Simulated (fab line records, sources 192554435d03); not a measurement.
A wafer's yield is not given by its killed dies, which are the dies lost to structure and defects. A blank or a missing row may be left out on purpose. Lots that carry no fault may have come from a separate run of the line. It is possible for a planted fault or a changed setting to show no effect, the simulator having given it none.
fab line records + flow n5Finfet
[record]
- lots = 7
- wafers = 39
route steps=1938 shown WELL_APT@47 FIN_CUT@173 SD_EPI_N@281 SD_EPI_P@321 HKMG_FIN@413 MOL_CONTACT_COAG@588 PASSIVATION@1936
startH: hours from the record's first day to the start of the lot's first wafer shown + waitH: time in hours since the lot's previous step + " identical to the entry in the row above + L1.1+2: a single row standing in for several wafers + - no value present, or no start provided + * or withheld: withheld + < > ~ a bound
route shown NAME@n: names a module that has steps shown in the file, with the first one's number in the route + usual: average and standard deviation across the fault-free wafers + same: alike in all rows + chamber/n: place in a boat + sites: each site's reading + _std_site: the standard deviation of these + _edge_site: mean of outer sites minus mean of inner sites + radiusMm: for every site, how far away it sits from the centre of the wafer + mask NAME#n: copy n + behind: the most recent tool/chamber to have shaped the wafer + hold: why the lot was held/for how many hours/how that ended + device: which transistor (n, p or np) failed to switch + end of line: the same wafers' tests at the end of the route + a step with no rows: only its recipe + killed: at the first sort, the dies lost to defects and structure; wafer yield is something else + map: a wafer's dies, x killed, . not, _ none there
set.NAME: the setting that was run; set.NAME@STEP: the one run at that earlier step + model.NAME: the simulator's own value behind a step, which no gauge read
lots whose settings were changed on purpose; a table a step, a row a wafer
[[steps]]
[step N5_WELL_APT_IMPLANT_31]
[recipe]
- species = B
- energyKev = 60
- doseCm2 = 1.5e+13
- tiltDeg = 0
- rotationDeg = 0
[step N5_FIN_CUT_CUT_ETCH_26]
[recipe]
- chemistry = CH3F/O2
- target = SiNx
- targetDepthA = 390
- maskMaterial = SOC
- timeS = 55.7
- pressureMtorr = 30
- sourceW = 395
- biasW = 73
- Ar_flow_sccm = 150
- CH3F_flow_sccm = 30
- O2_flow_sccm = 20
- ionEnergyEv = 120
[step N5_SD_EPI_N_SD_RECESS_17]
[recipe]
- chemistry = HBr/Cl2/O2
- targetDepthA = 410
- maskMaterial = SOC
- timeS = 23.7
- btTimeS = 3
- pressureMtorr = 10
- icpW = 800
- biasW = 112
- HBr_flow_sccm = 150
- Cl2_flow_sccm = 80
- O2_flow_sccm = 12
[step N5_SD_EPI_P_EPI_21]
[recipe]
- material = SiGe:B
- dopant = B
- tempC = 550
- pressureTorr = 20
- ambient = H2
- timeS = 355
[step N5_HKMG_FIN_CVD_62]
[recipe]
- material = a-Si
- targetThkA = 30
- tempC = 500
- precursor = Si2H6
- pressureTorr = 1
- timeS = 20.8
[step N5_MOL_CONTACT_COAG_ETCH_47]
[recipe]
- chemistry = CH3F/O2
- target = SiNx
- targetDepthA = 270
- maskMaterial = SiO2
- stopOn = W
- overEtchFrac = 0.2
- ionEnergyEv = 120
- endpoint = OES-CN
- pressureMtorr = 30
- sourceW = 395
- biasW = 73
- Ar_flow_sccm = 150
- CH3F_flow_sccm = 30
- O2_flow_sccm = 20
- ends = endPoint
[step N5_PASSIVATION_PROBE_49]
[usual]
- sort_bin_4_leakage = 0.05/0.3
- sortNPass = 1076/19
- sortYieldPct = 91.2/1.6
| lot.wafer | tool      | chamber | startH | waitH | set.doseCm2@WELL_APT_IMPLANT_31 | set.sourceW@FIN_CUT_CUT_ETCH_26 | set.timeS@SD_EPI_N_SD_RECESS_17 | set.timeS@SD_EPI_P_EPI_21 | set.tempC@HKMG_FIN_CVD_62 | set.overEtchFrac@MOL_CONTACT_COAG_ETCH_47 | sort_bin_4_leakage[%] | sortNPass | sortYieldPct[%] |
|-----------|-----------|---------|--------|-------|---------------------------------|---------------------------------|---------------------------------|---------------------------|---------------------------|-------------------------------------------|-----------------------|-----------|-----------------|
| L075.1    | prober-01 | -       | 335.50 | 0.0   | 1.335e+13                       | 395                             | 23.7                            | 328.3                     | 517.2                     | 0.2                                       | 90.59                 | 0         | 0               |
| L075.2    | prober-01 | -       | 335.55 | 0.1   | 1.5e+13                         | 395                             | 23.7                            | 355                       | 500                       | 0.2                                       | 0                     | 1069      | 90.6            |
| L075.3    | prober-01 | -       | 335.60 | 0.1   | 1.335e+13                       | 395                             | 21.69                           | 355                       | 500                       | 0.2                                       | 0                     | 1063      | 90.1            |
| L075.4    | prober-01 | -       | 335.65 | 0.2   | 1.5e+13                         | 395                             | 23.7                            | 355                       | 517.2                     | 0.2                                       | 89.58                 | 0         | 0               |
| L075.5    | prober-01 | -       | 335.70 | 0.2   | 1.335e+13                       | 395                             | 21.69                           | 328.3                     | 500                       | 0.2                                       | 0                     | 1078      | 91.4            |
| L075.6    | prober-01 | -       | 335.75 | 0.3   | 1.5e+13                         | 395                             | 21.69                           | 328.3                     | 517.2                     | 0.2                                       | 90.42                 | 0         | 0               |
| L082.1    | prober-02 | -       | 392.25 | 0.0   | 1.5e+13                         | 354.8                           | 22.95                           | 307                       | 500                       | 0.2                                       | 0                     | 1068      | 90.5            |
| L082.2    | prober-02 | -       | 392.30 | 0.1   | 1.5e+13                         | 395                             | 23.7                            | 355                       | 500                       | 0.2                                       | 0                     | 1036      | 87.8            |
| L082.3    | prober-02 | -       | 392.35 | 0.1   | 1.5e+13                         | 395                             | 23.7                            | 355                       | 522.2                     | 0.2                                       | 90.68                 | 0         | 0               |
| L082.4    | prober-02 | -       | 392.40 | 0.2   | 1.407e+13                       | 354.8                           | 23.7                            | 307                       | 522.2                     | 0.2                                       | 90.51                 | 0         | 0               |
| L082.5    | prober-02 | -       | 392.45 | 0.2   | 1.407e+13                       | 354.8                           | 22.95                           | 355                       | 500                       | 0.2                                       | 0                     | 1081      | 91.6            |
| L082.6    | prober-02 | -       | 392.50 | 0.3   | 1.407e+13                       | 395                             | 22.95                           | 307                       | 522.2                     | 0.2                                       | 91.53                 | 0         | 0               |
| L086.2    | prober-01 | -       | 405.29 | 0.1   | 1.5e+13                         | 395                             | 23.7                            | 355                       | 500                       | 0.2                                       | 0                     | 1098      | 93.1            |
| L086.3    | prober-01 | -       | 405.34 | 0.1   | 1.5e+13                         | 395                             | 23.7                            | 355                       | 500                       | 0.2                                       | 0                     | 1093      | 92.6            |
| L086.5    | prober-01 | -       | 405.44 | 0.2   | 1.5e+13                         | 395                             | 23.7                            | 355                       | 500                       | 0.2                                       | 0                     | 1088      | 92.2            |
| L084.1    | prober-02 | -       | 419.49 | 0.0   | 1.65e+13                        | 429.3                           | 22.66                           | 355                       | 484.7                     | 0.2                                       | 0                     | 1083      | 91.8            |
| L084.2    | prober-02 | -       | 419.54 | 0.1   | 1.5e+13                         | 395                             | 23.7                            | 355                       | 484.7                     | 0.2                                       | 0                     | 1079      | 91.4            |
| L084.3    | prober-02 | -       | 419.59 | 0.1   | 1.5e+13                         | 395                             | 22.66                           | 355                       | 500                       | 0.2                                       | 0                     | 1073      | 90.9            |
| L084.4    | prober-02 | -       | 419.64 | 0.2   | 1.65e+13                        | 429.3                           | 22.66                           | 355                       | 484.7                     | 0.2                                       | 0                     | 1069      | 90.6            |
| L084.5    | prober-02 | -       | 419.69 | 0.2   | 1.65e+13                        | 395                             | 23.7                            | 355                       | 500                       | 0.2                                       | 0                     | 1093      | 92.6            |
| L084.6    | prober-02 | -       | 419.74 | 0.3   | 1.5e+13                         | 429.3                           | 23.7                            | 355                       | 500                       | 0.2                                       | 0                     | 1104      | 93.6            |
| L089.1    | prober-02 | -       | 422.42 | 0.0   | 1.606e+13                       | 395                             | 24.38                           | 355                       | 500                       | 0.2                                       | 0                     | 1096      | 92.9            |
| L089.2    | prober-02 | -       | 422.47 | 0.1   | 1.606e+13                       | 351.8                           | 23.7                            | 355                       | 500                       | 0.2                                       | 0                     | 1079      | 91.4            |
| L089.3    | prober-02 | -       | 422.52 | 0.1   | 1.606e+13                       | 395                             | 23.7                            | 327.4                     | 520.4                     | 0.2                                       | 88.47                 | 0         | 0               |
| L089.4    | prober-02 | -       | 422.57 | 0.2   | 1.5e+13                         | 351.8                           | 23.7                            | 327.4                     | 520.4                     | 0.2                                       | 93.90                 | 0         | 0               |
| L089.5    | prober-02 | -       | 422.62 | 0.2   | 1.5e+13                         | 395                             | 24.38                           | 355                       | 520.4                     | 0.2                                       | 87.03                 | 0         | 0               |
| L089.6    | prober-02 | -       | 422.67 | 0.3   | 1.5e+13                         | 351.8                           | 24.38                           | 327.4                     | 500                       | 0.2                                       | 0.08                  | 1066      | 90.3            |
| L087.1    | prober-02 | -       | 432.04 | 0.0   | 1.5e+13                         | 325.5                           | 23.7                            | 355                       | 492.3                     | 0.2                                       | 0                     | 1079      | 91.4            |
| L087.2    | prober-02 | -       | 432.09 | 0.1   | 1.5e+13                         | 325.5                           | 23.7                            | 381.8                     | 500                       | 0.215                                     | 0                     | 1088      | 92.2            |
| L087.3    | prober-02 | -       | 432.14 | 0.1   | 1.645e+13                       | 395                             | 25.04                           | 355                       | 500                       | 0.2                                       | 0                     | 1067      | 90.4            |
| L087.4    | prober-02 | -       | 432.19 | 0.2   | 1.5e+13                         | 395                             | 25.04                           | 381.8                     | 492.3                     | 0.2                                       | 0                     | 1075      | 91.1            |
| L087.5    | prober-02 | -       | 432.24 | 0.2   | 1.645e+13                       | 395                             | 23.7                            | 355                       | 500                       | 0.215                                     | 0                     | 1098      | 93.1            |
| L087.6    | prober-02 | -       | 432.29 | 0.3   | 1.645e+13                       | 325.5                           | 25.04                           | 381.8                     | 492.3                     | 0.215                                     | 0                     | 1098      | 93.1            |
| L092.1    | prober-01 | -       | 468.81 | 0.0   | 1.5e+13                         | 395                             | 22.63                           | 355                       | 488.9                     | 0.2                                       | 0                     | 1084      | 91.9            |
| L092.2    | prober-01 | -       | 468.86 | 0.1   | 1.5e+13                         | 433.6                           | 22.63                           | 355                       | 488.9                     | 0.1881                                    | 0                     | 1079      | 91.4            |
| L092.3    | prober-01 | -       | 468.91 | 0.1   | 1.5e+13                         | 433.6                           | 23.7                            | 355                       | 500                       | 0.2                                       | 0                     | 1085      | 91.9            |
| L092.4    | prober-01 | -       | 468.96 | 0.2   | 1.414e+13                       | 395                             | 23.7                            | 355                       | 488.9                     | 0.1881                                    | 0                     | 1119      | 94.8            |
| L092.5    | prober-01 | -       | 469.01 | 0.2   | 1.414e+13                       | 433.6                           | 23.7                            | 355                       | 500                       | 0.2                                       | 0                     | 1088      | 92.2            |
| L092.6    | prober-01 | -       | 469.06 | 0.3   | 1.414e+13                       | 395                             | 22.63                           | 355                       | 500                       | 0.1881                                    | 0                     | 1090      | 92.4            |
// killed by level:class
L075.1 BEOL_M3:geometricParticle:open=10 GATE_CUT:geometricParticle:short=9 FIN_SAQP:geometricParticle:open=8 FIN_SAQP:geometricParticle:short=8 BEOL_M0_SAQP:geometricParticle:short=8 BEOL_M0_SAQP:geometricParticle:open=8 MOL_CONTACT_COAG:geometricParticle:open=7 DUMMY_GATE:geometricParticle:open=6
L075.2 BEOL_M2:geometricParticle:open=11 FIN_SAQP:geometricParticle:open=10 BEOL_M3:geometricParticle:open=10 DUMMY_GATE:geometricParticle:open=9 GATE_CUT:geometricParticle:short=9 FIN_SAQP:geometricParticle:short=7 BEOL_M0_SAQP:geometricParticle:short=7 STI_FIN_REVEAL:geometricParticle:open=5
L075.3 MOL_CONTACT_COAG:geometricParticle:open=13 BEOL_M0_SAQP:geometricParticle:short=11 BEOL_M2:geometricParticle:open=11 DUMMY_GATE:geometricParticle:open=10 FIN_SAQP:geometricParticle:open=6 GATE_CUT:geometricParticle:short=6 BEOL_M3:geometricParticle:open=6 BEOL_M0_SAQP:geometricParticle:open=5
L075.4 BEOL_M2:geometricParticle:open=14 BEOL_M3:geometricParticle:open=11 FIN_SAQP:geometricParticle:open=9 STI_FIN_REVEAL:geometricParticle:open=9 DUMMY_GATE:geometricParticle:open=8 BEOL_M4:geometricParticle:open=8 GATE_CUT:geometricParticle:short=7 MOL_CONTACT_COAG:geometricParticle:open=7
L075.5 FIN_SAQP:geometricParticle:open=16 BEOL_M0_SAQP:geometricParticle:short=8 STI_FIN_REVEAL:geometricParticle:open=8 BEOL_M2:geometricParticle:open=7 BEOL_M4:geometricParticle:open=7 GATE_CUT:geometricParticle:short=6 GATE_CUT:geometricParticle:open=5 BEOL_M0_SAQP:geometricParticle:open=5
L075.6 BEOL_M0_SAQP:geometricParticle:open=14 STI_FIN_REVEAL:geometricParticle:open=13 BEOL_M4:geometricParticle:open=11 BEOL_M2:geometricParticle:open=10 DUMMY_GATE:geometricParticle:open=8 BEOL_M0_SAQP:geometricParticle:short=8 BEOL_M3:geometricParticle:open=8 FIN_SAQP:geometricParticle:open=5
L082.1 MOL_CONTACT_COAG:geometricParticle:open=13 BEOL_M2:geometricParticle:open=12 BEOL_M3:geometricParticle:open=11 FIN_SAQP:geometricParticle:open=7 BEOL_M0_SAQP:geometricParticle:short=7 BEOL_M5:geometricParticle:open=6 BEOL_M1:geometricParticle:open=5 FIN_SAQP:geometricParticle:short=4
L082.2 MOL_CONTACT_COAG:geometricParticle:open=34 FIN_SAQP:geometricParticle:open=15 BEOL_M4:geometricParticle:open=14 BEOL_M0_SAQP:geometricParticle:open=8 GATE_CUT:geometricParticle:short=7 BEOL_M3:geometricParticle:open=7 FIN_SAQP:geometricParticle:short=6 BEOL_M0_SAQP:geometricParticle:short=6
L082.3 MOL_CONTACT_COAG:geometricParticle:open=19 BEOL_M3:geometricParticle:open=13 BEOL_M4:geometricParticle:open=12 BEOL_M2:geometricParticle:open=11 GATE_CUT:geometricParticle:short=7 BEOL_M1:geometricParticle:open=6 STI_FIN_REVEAL:geometricParticle:open=4 BEOL_M0_SAQP:geometricParticle:short=4
L082.4 FIN_SAQP:geometricParticle:open=13 BEOL_M2:geometricParticle:open=13 BEOL_M4:geometricParticle:open=13 BEOL_M3:geometricParticle:open=9 MOL_CONTACT_COAG:geometricParticle:open=7 BEOL_M1:geometricParticle:open=6 DUMMY_GATE:geometricParticle:open=5 SPACER0:geometricParticle:open=4
L082.5 BEOL_M2:geometricParticle:open=13 BEOL_M3:geometricParticle:open=11 MOL_CONTACT_COAG:geometricParticle:open=8 DUMMY_GATE:geometricParticle:open=7 BEOL_M0_SAQP:geometricParticle:short=6 BEOL_M4:geometricParticle:open=5 GATE_CUT:geometricParticle:short=4 BEOL_M0_SAQP:geometricParticle:open=4
L082.6 FIN_SAQP:geometricParticle:open=17 MOL_CONTACT_COAG:geometricParticle:open=14 BEOL_M4:geometricParticle:open=10 MOL_CONTACT_COAG:geometricParticle:short=6 BEOL_M3:geometricParticle:open=6 GATE_CUT:geometricParticle:short=4 FIN_SAQP:geometricParticle:short=3 DUMMY_GATE:geometricParticle:open=3
L086.2 FIN_SAQP:geometricParticle:open=8 MOL_CONTACT_COAG:geometricParticle:open=8 BEOL_M2:geometricParticle:short=7 BEOL_M2:geometricParticle:open=6 FIN_SAQP:geometricParticle:short=5 GATE_CUT:geometricParticle:short=5 BEOL_M0_SAQP:geometricParticle:open=5 STARTING-WAFER:geometricParticle:short=4
L086.3 BEOL_M0_SAQP:geometricParticle:open=11 BEOL_M4:geometricParticle:open=9 FIN_SAQP:geometricParticle:open=8 BEOL_M1:geometricParticle:open=8 GATE_CUT:geometricParticle:short=5 BEOL_M2:geometricParticle:open=5 MOL_CONTACT_COAG:geometricParticle:open=4 BEOL_M0_SAQP:geometricParticle:short=4
L086.5 BEOL_M2:geometricParticle:open=9 MOL_CONTACT_COAG:geometricParticle:open=8 BEOL_M0_SAQP:geometricParticle:open=8 BEOL_M1:geometricParticle:open=8 BEOL_M0_SAQP:geometricParticle:short=6 FIN_SAQP:geometricParticle:open=5 GATE_CUT:geometricParticle:short=4 STARTING-WAFER:geometricParticle:short=4
L084.1 BEOL_M3:geometricParticle:open=15 BEOL_M2:geometricParticle:open=13 MOL_CONTACT_COAG:geometricParticle:open=8 FIN_SAQP:geometricParticle:short=5 BEOL_M4:geometricParticle:open=5 FIN_SAQP:geometricParticle:open=4 BEOL_M2:geometricParticle:short=4 STI_FIN_REVEAL:geometricParticle:open=3
L084.2 BEOL_M2:geometricParticle:open=15 MOL_CONTACT_COAG:geometricParticle:open=12 FIN_SAQP:geometricParticle:open=7 BEOL_M0_SAQP:geometricParticle:open=7 STI_FIN_REVEAL:geometricParticle:open=5 BEOL_M0_SAQP:geometricParticle:short=5 BEOL_M3:geometricParticle:open=5 FIN_SAQP:geometricParticle:short=4
L084.3 MOL_CONTACT_COAG:geometricParticle:open=17 BEOL_M2:geometricParticle:open=11 STI_FIN_REVEAL:geometricParticle:open=9 MOL_CONTACT_COAG:geometricParticle:short=9 FIN_SAQP:geometricParticle:open=8 BEOL_M3:geometricParticle:open=6 FIN_SAQP:geometricParticle:short=5 FIN_CUT:geometricParticle:short=4
L084.4 FIN_SAQP:geometricParticle:open=20 BEOL_M2:geometricParticle:open=12 MOL_CONTACT_COAG:geometricParticle:open=8 BEOL_M4:geometricParticle:open=7 STI_FIN_REVEAL:geometricParticle:open=6 BEOL_M3:geometricParticle:open=6 BEOL_M0_SAQP:geometricParticle:short=5 FIN_SAQP:geometricParticle:short=4
L084.5 STI_FIN_REVEAL:geometricParticle:open=12 BEOL_M2:geometricParticle:open=7 FIN_SAQP:geometricParticle:short=6 GATE_CUT:geometricParticle:short=5 MOL_CONTACT_COAG:geometricParticle:open=5 FIN_SAQP:geometricParticle:open=4 BEOL_M0_SAQP:geometricParticle:open=4 BEOL_M1:geometricParticle:open=4
L084.6 STI_FIN_REVEAL:geometricParticle:open=10 BEOL_M2:geometricParticle:open=9 MOL_CONTACT_COAG:geometricParticle:open=6 STARTING-WAFER:geometricParticle:short=5 BEOL_M4:geometricParticle:open=5 BEOL_M5:geometricParticle:open=4 FIN_CUT:geometricParticle:short=3 FIN_SAQP:geometricParticle:short=3
L089.1 STI_FIN_REVEAL:geometricParticle:open=10 MOL_CONTACT_COAG:geometricParticle:open=10 BEOL_M0_SAQP:geometricParticle:short=5 BEOL_M1:geometricParticle:open=5 STI_FIN_REVEAL:geometricParticle:short=4 MOL_CONTACT_COAG:geometricParticle:short=4 BEOL_M13:coatMicrobubblePrinted=4 FIN_SAQP:geometricParticle:open=3
L089.2 MOL_CONTACT_COAG:geometricParticle:open=17 STI_FIN_REVEAL:geometricParticle:open=14 BEOL_M1:geometricParticle:short=7 BEOL_M2:geometricParticle:open=6 BEOL_M4:geometricParticle:open=6 DUMMY_GATE:geometricParticle:open=5 BEOL_M0_SAQP:geometricParticle:short=4 STARTING-WAFER:geometricParticle:open=4
L089.3 MOL_CONTACT_COAG:geometricParticle:open=23 BEOL_M4:geometricParticle:open=17 STI_FIN_REVEAL:geometricParticle:open=14 BEOL_M0_SAQP:geometricParticle:open=13 BEOL_M1:geometricParticle:open=9 BEOL_M2:geometricParticle:open=8 DUMMY_GATE:geometricParticle:open=6 MOL_CONTACT_COAG:geometricParticle:short=6
L089.4 MOL_CONTACT_COAG:geometricParticle:open=18 STI_FIN_REVEAL:geometricParticle:open=7 MOL_CONTACT_COAG:geometricParticle:short=7 BEOL_M0_SAQP:geometricParticle:open=6 BEOL_M1:geometricParticle:open=3 BEOL_M3:geometricParticle:short=3 SPACER0:geometricParticle:short=2 ILD0:geometricParticle:short=2
L089.5 STI_FIN_REVEAL:geometricParticle:open=42 FIN_SAQP:geometricParticle:open=11 BEOL_M0_SAQP:geometricParticle:short=11 BEOL_M2:geometricParticle:open=11 BEOL_M0_SAQP:geometricParticle:open=10 BEOL_M4:geometricParticle:open=9 MOL_CONTACT_COAG:geometricParticle:short=7 MOL_CONTACT_COAG:geometricParticle:open=5
L089.6 STI_FIN_REVEAL:geometricParticle:open=21 MOL_CONTACT_COAG:geometricParticle:open=18 BEOL_M0_SAQP:geometricParticle:short=11 BEOL_M2:geometricParticle:open=6 BEOL_M0_SAQP:geometricParticle:open=5 FIN_SAQP:geometricParticle:open=3 STI_FIN_REVEAL:geometricParticle:short=3 DUMMY_GATE:geometricParticle:open=3
L087.1 FIN_SAQP:geometricParticle:open=9 BEOL_M2:geometricParticle:open=9 STI_FIN_REVEAL:geometricParticle:open=8 MOL_CONTACT_COAG:geometricParticle:open=8 DUMMY_GATE:geometricParticle:open=7 FIN_SAQP:geometricParticle:short=6 BEOL_M0_SAQP:geometricParticle:open=6 BEOL_M4:geometricParticle:open=6
L087.2 BEOL_M0_SAQP:geometricParticle:open=17 BEOL_M2:geometricParticle:open=9 STI_FIN_REVEAL:geometricParticle:short=8 DUMMY_GATE:geometricParticle:open=8 BEOL_M0_SAQP:geometricParticle:short=8 STI_FIN_REVEAL:geometricParticle:open=5 BEOL_M3:geometricParticle:open=5 MOL_CONTACT_COAG:geometricParticle:open=4
L087.3 BEOL_M2:geometricParticle:open=17 FIN_SAQP:geometricParticle:short=14 BEOL_M0_SAQP:geometricParticle:open=9 MOL_CONTACT_COAG:geometricParticle:open=8 GATE_CUT:geometricParticle:short=7 BEOL_M1:geometricParticle:open=7 BEOL_M4:geometricParticle:open=5 BEOL_M0_SAQP:geometricParticle:short=4
L087.4 MOL_CONTACT_COAG:geometricParticle:open=12 BEOL_M0_SAQP:geometricParticle:short=9 BEOL_M0_SAQP:geometricParticle:open=7 BEOL_M1:geometricParticle:open=7 FIN_SAQP:geometricParticle:short=6 BEOL_M2:geometricParticle:open=6 STI_FIN_REVEAL:geometricParticle:open=5 BEOL_M3:geometricParticle:open=5
L087.5 BEOL_M2:geometricParticle:open=9 BEOL_M0_SAQP:geometricParticle:short=9 DUMMY_GATE:geometricParticle:open=7 BEOL_M0_SAQP:geometricParticle:open=7 MOL_CONTACT_COAG:geometricParticle:open=5 FIN_SAQP:geometricParticle:short=3 STI_FIN_REVEAL:geometricParticle:short=3 BEOL_M3:geometricParticle:open=3
L087.6 BEOL_M0_SAQP:geometricParticle:open=7 BEOL_M0_SAQP:geometricParticle:short=7 DUMMY_GATE:geometricParticle:open=6 BEOL_M1:geometricParticle:open=5 FIN_SAQP:geometricParticle:open=4 BEOL_M2:geometricParticle:open=4 STI_FIN_REVEAL:geometricParticle:open=4 FIN_SAQP:geometricParticle:short=3
L092.1 BEOL_M0_SAQP:geometricParticle:open=17 BEOL_M0_SAQP:geometricParticle:short=13 FIN_SAQP:geometricParticle:open=9 BEOL_M4:geometricParticle:open=6 STI_FIN_REVEAL:geometricParticle:open=4 MOL_CONTACT_COAG:geometricParticle:open=4 BEOL_M3:geometricParticle:open=4 FIN_SAQP:geometricParticle:short=3
L092.2 BEOL_M0_SAQP:geometricParticle:open=14 BEOL_M0_SAQP:geometricParticle:short=9 BEOL_M2:geometricParticle:open=9 MOL_CONTACT_COAG:geometricParticle:open=8 BEOL_M1:geometricParticle:open=7 BEOL_M4:geometricParticle:open=7 FIN_SAQP:geometricParticle:open=5 BEOL_M3:geometricParticle:open=5
L092.3 FIN_SAQP:geometricParticle:open=9 BEOL_M2:geometricParticle:open=8 MOL_CONTACT_COAG:geometricParticle:open=8 BEOL_M3:geometricParticle:open=7 BEOL_M0_SAQP:geometricParticle:short=7 STI_FIN_REVEAL:geometricParticle:open=6 BEOL_M0_SAQP:geometricParticle:open=6 ILD0:geometricParticle:short=5
L092.4 MOL_CONTACT_COAG:geometricParticle:open=9 BEOL_M2:geometricParticle:open=8 BEOL_M3:geometricParticle:open=7 STI_FIN_REVEAL:geometricParticle:open=5 BEOL_M0_SAQP:geometricParticle:short=5 BEOL_M5:geometricParticle:short=3 BEOL_M4:geometricParticle:open=3 STARTING-WAFER:geometricParticle:open=3
L092.5 BEOL_M2:geometricParticle:open=10 FIN_SAQP:geometricParticle:open=9 STI_FIN_REVEAL:geometricParticle:open=9 BEOL_M3:geometricParticle:open=9 BEOL_M0_SAQP:geometricParticle:open=5 STARTING-WAFER:geometricParticle:open=5 GATE_CUT:geometricParticle:short=4 BEOL_M1:geometricParticle:open=3
L092.6 BEOL_M3:geometricParticle:open=12 MOL_CONTACT_COAG:geometricParticle:open=8 BEOL_M0_SAQP:geometricParticle:open=8 BEOL_M1:geometricParticle:open=8 BEOL_M4:geometricParticle:open=8 BEOL_M2:geometricParticle:open=7 STI_FIN_REVEAL:geometricParticle:open=5 MOL_CONTACT_COAG:geometricParticle:short=5
[[key]]
[split]
- step = N5_WELL_APT_IMPLANT_31
- setting = doseCm2
- statedAs = 1.5e+13
response none clear
[split]
- step = N5_FIN_CUT_CUT_ETCH_26
- setting = sourceW
- statedAs = 395
response none clear
[split]
- step = N5_SD_EPI_N_SD_RECESS_17
- setting = timeS
- statedAs = 23.7
response none clear
[split]
- step = N5_SD_EPI_P_EPI_21
- setting = timeS
- statedAs = 355
response none clear
[split]
- step = N5_HKMG_FIN_CVD_62
- setting = tempC
- statedAs = 500
[response]
- step = N5_PASSIVATION_PROBE_49
- reading = sort_bin_4_leakage
- slope = +16.9
- per = 1%
- togetherWith = all
- explained = 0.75
[response]
- step = N5_PASSIVATION_PROBE_49
- reading = sortNPass
- slope = -200
- per = 1%
- togetherWith = all
- explained = 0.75
[response]
- step = N5_PASSIVATION_PROBE_49
- reading = sortYieldPct
- slope = -16.9
- per = 1%
- togetherWith = all
- explained = 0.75
[split]
- step = N5_MOL_CONTACT_COAG_ETCH_47
- setting = overEtchFrac
- statedAs = 0.2
response none clear
